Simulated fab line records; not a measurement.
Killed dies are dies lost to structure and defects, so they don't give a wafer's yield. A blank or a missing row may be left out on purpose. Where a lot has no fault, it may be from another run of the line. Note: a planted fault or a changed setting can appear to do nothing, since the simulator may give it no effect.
fab line records	flow n5_finfet
[record] lots = 4	wafers = 12	last_day = 19
route steps=1938 shown FIN_CUT@157 BEOL_M4@1111 PASSIVATION@1936
lots that met no fault: taken from a fault-free run of the same line
start_h: hours from the record's first day to the start of the lot's first wafer shown	wait_h: hours elapsed since this lot's preceding step	" repeats the value in the row above	L1.1+2: several wafers, shown together as one row	- no value present, or no start provided	* or withheld: withheld	< > ~ a bound
route shown NAME@n: NAME is a module with steps in the file, n the number in the route of the first one	usual: mean/standard deviation taken from wafers without a fault	same: alike in all rows	chamber/n: place in a boat	sites: per-site readings	_std_site: standard deviation across them	_edge_site: the outer-site mean with the inner-site mean subtracted	radius_mm: for every site, how far away it sits from the centre of the wafer	mask NAME#n: copy n	behind: the most recent tool/chamber to have shaped the wafer	hold: why the lot went on hold/how many hours it stayed there/how the hold came to an end	device: the n, p or np transistor that did not switch	end of line: the route-end tests of the same wafers	a step without rows: its recipe alone	killed: the dies lost at the first sort to structure and to defects; this is not the yield of the wafer	map: shows each die of a wafer: x if killed, . if not, _ if none is there
set.NAME: the setting the step ran with; set.NAME@STEP: the setting that earlier step ran with	model.NAME: the simulator's own value behind a step, which no gauge read
a table for each step, a row for each wafer; lots at some steps of the route
services: when a tool's chamber went out of use (start_h, in hours from the record's first day, below 0 if earlier), for how many hours, and the reason
[[steps]]
[step N5_FIN_CUT_COAT_02]
[recipe] resist = CAR-EUV	spin_rpm = 1500	resist_thk_nm = 30
[step N5_FIN_CUT_EBR_04]
[recipe] solvent = PGMEA	ebr_width_mm = 1.5
[step N5_FIN_CUT_SOFTBAKE_03]
[recipe] temp_c = 110	time_s = 60	resist = CAR-EUV
[step N5_FIN_CUT_EXPOSE_05]
[recipe] mask_id = FIN_CUT	na = 0.33	source_shape = annular	sigma_inner = 0.35	sigma_outer = 0.8	polarization = unpolarized	dose_mj = 45.75
[step N5_FIN_CUT_PEB_06]
[recipe] peb_temp_c = 100	peb_time_s = 60	resist = CAR-EUV
[step N5_FIN_CUT_DEVELOP_07]
[recipe] develop_time_s = 30	developer = TMAH	resist = CAR-EUV	rinse_liquid = surfactant_rinse	dry = air_spin	dev_temp_c = 23
[step N5_FIN_CUT_DESCUM_13]
[recipe] chemistry = O2	time_s = 7	source_power_w = 50	bias_power_w = 20	pressure_mtorr = 20	rf_frequency_hz = 2.712e+07	temp_c = 40	resist = CAR-EUV	o2_flow_sccm = 225
[step N5_FIN_CUT_ETCH_30]
[recipe] chemistry = N2/H2	target = underlayer	target_depth_a = 130	mask_material = CAR-EUV	time_s = 10.4	ion_energy_ev = 200	pressure_mtorr = 30	source_w = 840	bias_w = 150	n2_flow_sccm = 200	h2_flow_sccm = 200	ends = cleared
[step N5_FIN_CUT_ETCH_20]
[recipe] chemistry = CF4	target = SiARC	target_depth_a = 260	mask_material = CAR-EUV	time_s = 43.3	ion_energy_ev = 80	pressure_mtorr = 40	source_w = 545	bias_w = 36	Ar_flow_sccm = 100	cf4_flow_sccm = 100	ends = cleared
[step N5_FIN_CUT_ETCH_21]
[recipe] chemistry = N2/H2	target = SOC	target_depth_a = 2190	overetch_a = 438	mask_material = SiARC	temp_c = 40	ion_energy_ev = 100	bias_w = 61	time_s = 523.5	pressure_mtorr = 30	source_w = 850	n2_flow_sccm = 200	h2_flow_sccm = 200
[usual] bias_w = 60.99/0.18	chamber_pressure_mTorr = 30.001/0.028	drypump_motor_current_A = 5.8/0.48	oes_product_au = 0.73/0.071	rf_fwd_power_W = 848.5/2.8	rf_vpp_V = 241.0/1.4	showerhead_plenum_p_Torr = 2.57/0.081	throttle_valve_pct = 17.77/0.28
lot.wafer	tool	chamber	start_h	wait_h	bias_w	chamber_pressure_mTorr	drypump_motor_current_A	oes_product_au	rf_fwd_power_W	rf_hours_counter_h	rf_vpp_V	showerhead_plenum_p_Torr	throttle_valve_pct	model.underlayer_of_FIN_CUT_COAT_29.thk_nm	model.SiARC_of_FIN_CUT_COAT_19.thk_nm
L821.2	rie_diel-01	2	63.42	0.0	61.35	29.992	5.9	0.77	846.0	60	243.6	2.68	17.66	0	12
L821.4	"	3	"	"	60.95	30.066	6.2	0.89	852.1	3	240.9	2.48	17.25	0	11.8
L821.5	"	1	"	"	61.36	30.003	5.8	0.69	847.6	-	239.7	2.45	17.94	0	11.8
L828.1	rie_diel-01	2	105.95	0.0	-	-	-	-	-	-	-	-	-	9.2	20
L828.2	"	3	"	"	-	-	-	-	-	-	-	-	-	9.2	20
L828.3	"	3	"	"	-	-	-	-	-	-	-	-	-	9.2	20
L829.1	rie_diel-06	0	111.31	0.0	-	-	-	-	-	-	-	-	-	9.2	20
L829.5	"	2	"	"	-	-	-	-	-	-	-	-	-	9.2	20
L829.6	"	3	"	"	-	-	-	-	-	-	-	-	-	9.2	20
L836.2	rie_diel-03	0	153.32	0.0	60.82	29.960	5.5	0.88	853.4	4	240.5	2.62	17.65	0	12
L836.3	"	2	"	"	61.25	29.985	5.1	0.74	843.8	81	240.1	2.58	17.80	0	11.8
L836.6	"	3	"	"	61.41	30.037	4.7	0.72	846.1	-	239.5	2.45	17.95	0	11.8
[step N5_FIN_CUT_STRIP_23]
[recipe] chemistry = N2/H2	temp_c = 40	n2_flow_sccm = 200	h2_flow_sccm = 200	rf_frequency_hz = 6e+07
[step N5_FIN_CUT_STRIP_31]
[recipe] chemistry = N2/H2	temp_c = 40	n2_flow_sccm = 200	h2_flow_sccm = 200	rf_frequency_hz = 6e+07
[step N5_FIN_CUT_STRIP_24]
[recipe] chemistry = CF4	resist = SiARC	power_w = 300	bias_power_w = 75	pressure_mtorr = 50	cf4_flow_sccm = 150	rf_frequency_hz = 6e+07
[step N5_FIN_CUT_CUT_ETCH_26]
[recipe] chemistry = CH3F/O2	target = SiNx	target_depth_a = 390	mask_material = SOC	time_s = 55.7	pressure_mtorr = 30	source_w = 395	bias_w = 73	Ar_flow_sccm = 150	CH3F_flow_sccm = 30	O2_flow_sccm = 20	ion_energy_ev = 120
[step N5_FIN_CUT_CUT_ETCH_27]
[recipe] chemistry = CHF3/O2	target = SiO2	target_depth_a = 40	mask_material = SOC	overetch_a = 20	time_s = 4.9	pressure_mtorr = 30	source_w = 650	bias_w = 170	Ar_flow_sccm = 200	CHF3_flow_sccm = 50	O2_flow_sccm = 5	ion_energy_ev = 200
[usual] CHF3_flow_sccm = 50.01/0.14	O2_flow_sccm = 5.001/0.015	drypump_motor_current_A = 5.8/0.48	oes_product_au = 0.63/0.061	rf_fwd_power_W = 643.5/2.8	rf_vpp_V = 528/6.5	showerhead_plenum_p_Torr = 2.43/0.078	throttle_valve_pct = 18.79/0.28
lot.wafer	tool	chamber	start_h	wait_h	CHF3_flow_sccm	O2_flow_sccm	drypump_motor_current_A	oes_product_au	rf_fwd_power_W	rf_hours_counter_h	rf_vpp_V	showerhead_plenum_p_Torr	throttle_valve_pct
L821.2	rie_diel-01	2	63.81	0.0	49.89	5.022	5.9	0.66	641.7	61	533	2.54	18.79
L821.4	"	3	"	"	49.83	5.015	6.2	0.76	641.1	3	528	2.36	18.37
L821.5	"	1	"	"	50.09	5.008	5.8	0.58	647.5	-	524	2.32	18.93
L828.1	rie_diel-01	2	106.54	0.0	50.15	4.988	5.9	0.31	638.0	76	533	2.54	18.80
L828.2	"	3	"	"	50.13	5.015	6.3	0.34	641.5	17	527	2.35	18.35
L828.3	"	3	"	"	50.06	5.005	6.2	0.35	645.0	-	527	2.35	18.33
L829.1	rie_diel-06	0	111.70	0.0	50.07	4.991	6.6	0.36	642.6	9	521	2.45	18.10
L829.5	"	2	"	"	49.99	4.994	6.0	0.30	640.7	-	533	2.54	18.81
L829.6	"	3	"	"	50.15	4.995	6.0	0.29	644.6	-	531	2.41	18.62
L836.2	rie_diel-03	0	153.71	0.0	49.82	4.987	5.5	0.75	642.8	5	536	2.46	18.62
L836.3	"	2	"	"	50.07	5.022	5.1	0.64	641.8	81	518	2.44	18.76
L836.6	"	3	"	"	50.16	4.977	4.7	0.61	649.5	-	520	2.33	18.89
[step N5_FIN_CUT_PRECLEAN_35]
[recipe] time_s = 13.3	temp_c = 45	pressure_torr = 125	p_hf_torr = 3	p_coreactant_torr = 25	chemistry = vHF
[step N5_BEOL_M4_RC_MEAS_101]
[usual] DIBL_N = 36.6/1.9	DIBL_P = 36.7/2.2	IOFF_N = 0.16/0.035	IOFF_P = 0.22/0.038	ION_N = 672/14	ION_P = 462/8.3	SS_N = 71.6/0.65	SS_P = 73.5/0.72	VT_N = 250/3.5	VT_P = -250/3.1
lot.wafer	tool	chamber	start_h	wait_h	DIBL_N[mV/V]	DIBL_P[mV/V]	IOFF_N[nA/um]	IOFF_P[nA/um]	ION_N[uA/um]	ION_P[uA/um]	SS_N[mV/dec]	SS_P[mV/dec]	VT_N[mV]	VT_P[mV]
L821.2	prober-02	0	226.61	0.2	34.6	34.5	0.13	0.19	665	456	71.6	73.2	252	-251
L821.4	"	0	"	"	37.6	39.3	0.20	0.27	708	481	72.0	75.1	247	-246
L821.5	"	0	"	"	34.7	34.1	0.14	0.18	654	457	71.1	73.0	252	-252
L836.2	prober-02	0	326.46	0.2	37.6	36.4	0.17	0.23	691	474	71.6	72.2	250	-249
L836.3	"	0	"	"	36.2	34.1	0.14	0.19	658	453	71.8	72.1	253	-253
L836.6	"	0	"	"	39.4	38.0	0.21	0.27	677	462	72.8	73.4	247	-249
[step N5_PASSIVATION_PROBE_49]
[usual] defect_limited_yield = 91.6/1.4	killed_at_M0_to_M3 = 35/10	killed_at_M4_up = 13/4.8	killed_at_contacts = 12/7.2	killed_at_front_end = 36/12	killed_at_other = 4/3.1	killed_dies = 100/17	killed_on_rim = 13/4.2	killed_open = 66/13	killed_short = 32/7.3	sort_bin_5_function = 5.0/0.94	sort_bin_6_memory = 3.1/0.67	sort_n_pass = 1080/17	sort_yield_pct = 91.6/1.4
[same] gross_dies = 1180	killed_at_back_side = 0	sort_bin_4_leakage[%] = 0	sort_bin_8_speed[%] = 0
lot.wafer	tool	chamber	start_h	wait_h	defect_limited_yield[%]	killed_at_M0_to_M3	killed_at_M4_up	killed_at_contacts	killed_at_front_end	killed_at_other	killed_dies	killed_on_rim	killed_open	killed_short	sort_bin_5_function[%]	sort_bin_6_memory[%]	sort_n_pass	sort_yield_pct[%]
L821.2	prober-02	-	342.26	0.1	91.0	40	12	15	37	2	106	14	77	27	5.1	3.4	1074	91.0
L821.4	prober-02	-	342.36	0.2	91.6	43	8	5	37	6	99	15	68	30	5.2	2.9	1081	91.6
L821.5	prober-02	-	342.41	0.2	93.5	30	6	5	29	7	77	10	52	22	3.9	2.3	1103	93.5
L828.1	prober-01	-	389.01	0.0	0	30	16	13	1117	4	1180	152	75	34	95.8	3.5	0	0
L828.2	prober-01	-	389.06	0.1	0	31	11	9	1125	4	1180	152	70	28	96.3	3.4	0	0
L828.3	prober-01	-	389.11	0.1	0	35	16	15	1110	4	1180	152	74	37	96.3	3.4	0	0
L829.1	prober-02	-	407.17	0.0	0	39	18	6	1115	2	1180	152	72	19	96.9	2.9	0	0
L829.5	prober-02	-	407.37	0.2	0	49	14	11	1104	2	1180	152	77	36	96.4	3.1	0	0
L829.6	prober-02	-	407.42	0.3	0	30	22	5	1123	0	1180	152	52	22	98.0	1.9	0	0
// killed by level:class
L821.2 BEOL_M3:geometric_particle:open=15 MOL_CONTACT_COAG:geometric_particle:open=13 BEOL_M0_SAQP:geometric_particle:short=8 BEOL_M1:geometric_particle:open=7 FIN_SAQP:geometric_particle:open=6 DUMMY_GATE:geometric_particle:open=6 GATE_CUT:geometric_particle:short=6 GATE_CUT:geometric_particle:open=6
L821.4 STI_FIN_REVEAL:geometric_particle:open=17 BEOL_M0_SAQP:geometric_particle:open=9 BEOL_M1:geometric_particle:open=9 BEOL_M0_SAQP:geometric_particle:short=8 BEOL_M3:geometric_particle:open=6 DUMMY_GATE:geometric_particle:open=5 BEOL_M1:geometric_particle:short=5 BEOL_M2:geometric_particle:open=4
L821.5 BEOL_M3:geometric_particle:open=14 STI_FIN_REVEAL:geometric_particle:open=5 MOL_CONTACT_COAG:geometric_particle:open=5 GATE_CUT:geometric_particle:open=4 BEOL_M0_SAQP:geometric_particle:short=4 STARTING-WAFER:geometric_particle:short=4 FIN_SAQP:geometric_particle:open=3 BEOL_M0_SAQP:geometric_particle:open=3
L828.1 FIN_CUT:area_etch=1070 MOL_CONTACT_COAG:geometric_particle:open=12 FIN_SAQP:geometric_particle:open=10 BEOL_M1:geometric_particle:open=10 FIN_SAQP:geometric_particle:short=6 STI_FIN_REVEAL:geometric_particle:open=6 STARTING-WAFER:geometric_particle:short=6 BEOL_M0_SAQP:geometric_particle:open=6
L828.2 FIN_CUT:area_etch=1082 BEOL_M1:geometric_particle:open=11 STI_FIN_REVEAL:geometric_particle:open=9 FIN_SAQP:geometric_particle:short=6 FIN_SAQP:geometric_particle:open=6 BEOL_M2:geometric_particle:open=6 STARTING-WAFER:geometric_particle:open=6 MOL_CONTACT_COAG:geometric_particle:open=5
L828.3 FIN_CUT:area_etch=1067 FIN_SAQP:geometric_particle:open=13 MOL_CONTACT_COAG:geometric_particle:open=10 FIN_SAQP:geometric_particle:short=8 BEOL_M1:geometric_particle:open=7 BEOL_M2:geometric_particle:open=7 STI_FIN_REVEAL:geometric_particle:open=6 BEOL_M0_SAQP:geometric_particle:short=6
L829.1 FIN_CUT:area_etch=1087 BEOL_M4:geometric_particle:open=12 BEOL_M0_SAQP:geometric_particle:open=9 BEOL_M3:geometric_particle:open=9 BEOL_M1:geometric_particle:open=7 BEOL_M0_SAQP:geometric_particle:short=6 BEOL_M2:geometric_particle:open=6 STI_FIN_REVEAL:geometric_particle:open=5
L829.5 FIN_CUT:area_etch=1067 BEOL_M0_SAQP:geometric_particle:short=14 BEOL_M0_SAQP:geometric_particle:open=12 BEOL_M2:geometric_particle:open=12 FIN_SAQP:geometric_particle:open=10 STI_FIN_REVEAL:geometric_particle:open=7 MOL_CONTACT_COAG:geometric_particle:open=7 BEOL_M4:geometric_particle:open=6
L829.6 FIN_CUT:area_etch=1105 BEOL_M4:geometric_particle:open=10 BEOL_M0_SAQP:geometric_particle:short=9 BEOL_M0_SAQP:geometric_particle:open=9 BEOL_M2:geometric_particle:open=6 MOL_CONTACT_COAG:geometric_particle:open=5 BEOL_M6:geometric_particle:open=4 GATE_CUT:geometric_particle:open=3
// map L828.1 (x killed, . not)
_________________xxxxxxxxxxxx________________
______________xxxxxxxxxxxxxxxxxx_____________
___________xxxxxxxxxxxxxxxxxxxxxxxx__________
__________xxxxxxxxxxxxxxxxxxxxxxxxxx_________
________xxxxxxxxxxxxxxxxxxxxxxxxxxxxxx_______
_______xxxxxxxxxxxxxxxxxxxxxxxxxxxxxxxx______
______xxxxxxxxxxxxxxxxxxxxxxxxxxxxxxxxxx_____
_____xxxxxxxxxxxxxxxxxxxxxxxxxxxxxxxxxxxx____
____xxxxxxxxxxxxxxxxxxxxxxxxxxxxxxxxxxxxxx___
___xxxxxxxxxxxxxxxxxxxxxxxxxxxxxxxxxxxxxxxx__
___xxxxxxxxxxxxxxxxxxxxxxxxxxxxxxxxxxxxxxxx__
__xxxxxxxxxxxxxxxxxxxxxxxxxxxxxxxxxxxxxxxxxx_
__xxxxxxxxxxxxxxxxxxxxxxxxxxxxxxxxxxxxxxxxxx_
_xxxxxxxxxxxxxxxxxxxxxxxxxxxxxxxxxxxxxxxxxxxx
_xxxxxxxxxxxxxxxxxxxxxxxxxxxxxxxxxxxxxxxxxxxx
_xxxxxxxxxxxxxxxxxxxxxxxxxxxxxxxxxxxxxxxxxxxx
_xxxxxxxxxxxxxxxxxxxxxxxxxxxxxxxxxxxxxxxxxxxx
_xxxxxxxxxxxxxxxxxxxxxxxxxxxxxxxxxxxxxxxxxxxx
_xxxxxxxxxxxxxxxxxxxxxxxxxxxxxxxxxxxxxxxxxxxx
_xxxxxxxxxxxxxxxxxxxxxxxxxxxxxxxxxxxxxxxxxxxx
_xxxxxxxxxxxxxxxxxxxxxxxxxxxxxxxxxxxxxxxxxxxx
__xxxxxxxxxxxxxxxxxxxxxxxxxxxxxxxxxxxxxxxxxx_
__xxxxxxxxxxxxxxxxxxxxxxxxxxxxxxxxxxxxxxxxxx_
___xxxxxxxxxxxxxxxxxxxxxxxxxxxxxxxxxxxxxxxx__
___xxxxxxxxxxxxxxxxxxxxxxxxxxxxxxxxxxxxxxxx__
____xxxxxxxxxxxxxxxxxxxxxxxxxxxxxxxxxxxxxx___
_____xxxxxxxxxxxxxxxxxxxxxxxxxxxxxxxxxxxx____
______xxxxxxxxxxxxxxxxxxxxxxxxxxxxxxxxxx_____
_______xxxxxxxxxxxxxxxxxxxxxxxxxxxxxxxx______
________xxxxxxxxxxxxxxxxxxxxxxxxxxxxxx_______
__________xxxxxxxxxxxxxxxxxxxxxxxxxx_________
___________xxxxxxxxxxxxxxxxxxxxxxxx__________
______________xxxxxxxxxxxxxxxxxx_____________
_________________xxxxxxxxxxxx________________
// map L829.1 (x killed, . not)
_________________xxxxxxxxxxxx________________
______________xxxxxxxxxxxxxxxxxx_____________
___________xxxxxxxxxxxxxxxxxxxxxxxx__________
__________xxxxxxxxxxxxxxxxxxxxxxxxxx_________
________xxxxxxxxxxxxxxxxxxxxxxxxxxxxxx_______
_______xxxxxxxxxxxxxxxxxxxxxxxxxxxxxxxx______
______xxxxxxxxxxxxxxxxxxxxxxxxxxxxxxxxxx_____
_____xxxxxxxxxxxxxxxxxxxxxxxxxxxxxxxxxxxx____
____xxxxxxxxxxxxxxxxxxxxxxxxxxxxxxxxxxxxxx___
___xxxxxxxxxxxxxxxxxxxxxxxxxxxxxxxxxxxxxxxx__
___xxxxxxxxxxxxxxxxxxxxxxxxxxxxxxxxxxxxxxxx__
__xxxxxxxxxxxxxxxxxxxxxxxxxxxxxxxxxxxxxxxxxx_
__xxxxxxxxxxxxxxxxxxxxxxxxxxxxxxxxxxxxxxxxxx_
_xxxxxxxxxxxxxxxxxxxxxxxxxxxxxxxxxxxxxxxxxxxx
_xxxxxxxxxxxxxxxxxxxxxxxxxxxxxxxxxxxxxxxxxxxx
_xxxxxxxxxxxxxxxxxxxxxxxxxxxxxxxxxxxxxxxxxxxx
_xxxxxxxxxxxxxxxxxxxxxxxxxxxxxxxxxxxxxxxxxxxx
_xxxxxxxxxxxxxxxxxxxxxxxxxxxxxxxxxxxxxxxxxxxx
_xxxxxxxxxxxxxxxxxxxxxxxxxxxxxxxxxxxxxxxxxxxx
_xxxxxxxxxxxxxxxxxxxxxxxxxxxxxxxxxxxxxxxxxxxx
_xxxxxxxxxxxxxxxxxxxxxxxxxxxxxxxxxxxxxxxxxxxx
__xxxxxxxxxxxxxxxxxxxxxxxxxxxxxxxxxxxxxxxxxx_
__xxxxxxxxxxxxxxxxxxxxxxxxxxxxxxxxxxxxxxxxxx_
___xxxxxxxxxxxxxxxxxxxxxxxxxxxxxxxxxxxxxxxx__
___xxxxxxxxxxxxxxxxxxxxxxxxxxxxxxxxxxxxxxxx__
____xxxxxxxxxxxxxxxxxxxxxxxxxxxxxxxxxxxxxx___
_____xxxxxxxxxxxxxxxxxxxxxxxxxxxxxxxxxxxx____
______xxxxxxxxxxxxxxxxxxxxxxxxxxxxxxxxxx_____
_______xxxxxxxxxxxxxxxxxxxxxxxxxxxxxxxx______
________xxxxxxxxxxxxxxxxxxxxxxxxxxxxxx_______
__________xxxxxxxxxxxxxxxxxxxxxxxxxx_________
___________xxxxxxxxxxxxxxxxxxxxxxxx__________
______________xxxxxxxxxxxxxxxxxx_____________
_________________xxxxxxxxxxxx________________
[[services]]
tool	chamber	start_h	hours	kind
rie_diel-06	0	47.38	-	clean
rie_diel-06	0	47.38	-	consumable_replace:focus_ring
rie_diel-06	0	47.38	27.5	scheduled_down
rie_diel-06	0	47.38	27.5	vent_cycle
rie_diel-03	3	59.26	6.7	repair
rie_diel-01	0	99.20	8.2	repair
rie_diel-03	0	99.56	-	clean
rie_diel-03	0	99.56	-	consumable_replace:focus_ring
rie_diel-03	0	99.56	32.6	scheduled_down
rie_diel-03	0	99.56	32.6	vent_cycle
rie_diel-01	1	103.86	16.6	repair
rie_diel-06	1	125.06	-	clean
rie_diel-06	1	125.06	-	consumable_replace:focus_ring
rie_diel-06	1	125.06	11.0	scheduled_down
rie_diel-06	1	125.06	11.0	vent_cycle
rie_diel-03	-	143.10	1.2	repair
rie_diel-06	1	151.90	8.1	repair
[[key]]
[first_sign] step = N5_FIN_CUT_ETCH_21	reading = tool_record	direction = missing
[effect] step = N5_FIN_CUT_CUT_ETCH_27	reading = oes_product_au	direction = down	sigmas = 5	usual = 0.63	struck = 0.32
[effect] step = N5_PASSIVATION_PROBE_49	reading = sort_bin_5_function	direction = up	sigmas = 98	usual = 5.0	struck = 96.6
[model_effect] step = N5_FIN_CUT_ETCH_21	value = underlayer_of_FIN_CUT_COAT_29.thk_nm	without = 0	struck = 9.2
[more_kills_born_at] N5_FIN_CUT_ETCH_21@rie_diel-06 = 3259	N5_FIN_CUT_ETCH_21@rie_diel-01 = 3219
met_at N5_FIN_CUT_ETCH_21
struck_wafers L828.1,L828.2,L828.3,L829.1,L829.5,L829.6
later_rows_left_out L828.1,L828.2,L828.3,L829.1,L829.5,L829.6
onset_between 63.42 105.95
[fault] kind = skipped_step_whole	tool = rie_diel-01,rie_diel-06	chamber = -	onset_h = 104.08	steps = N5_FIN_CUT_ETCH_21	scope = struck_lots_only
// later_rows_left_out: the simulator's readings of these wafers behind a module that went badly wrong aren't trusted and aren't shown, but for the sort
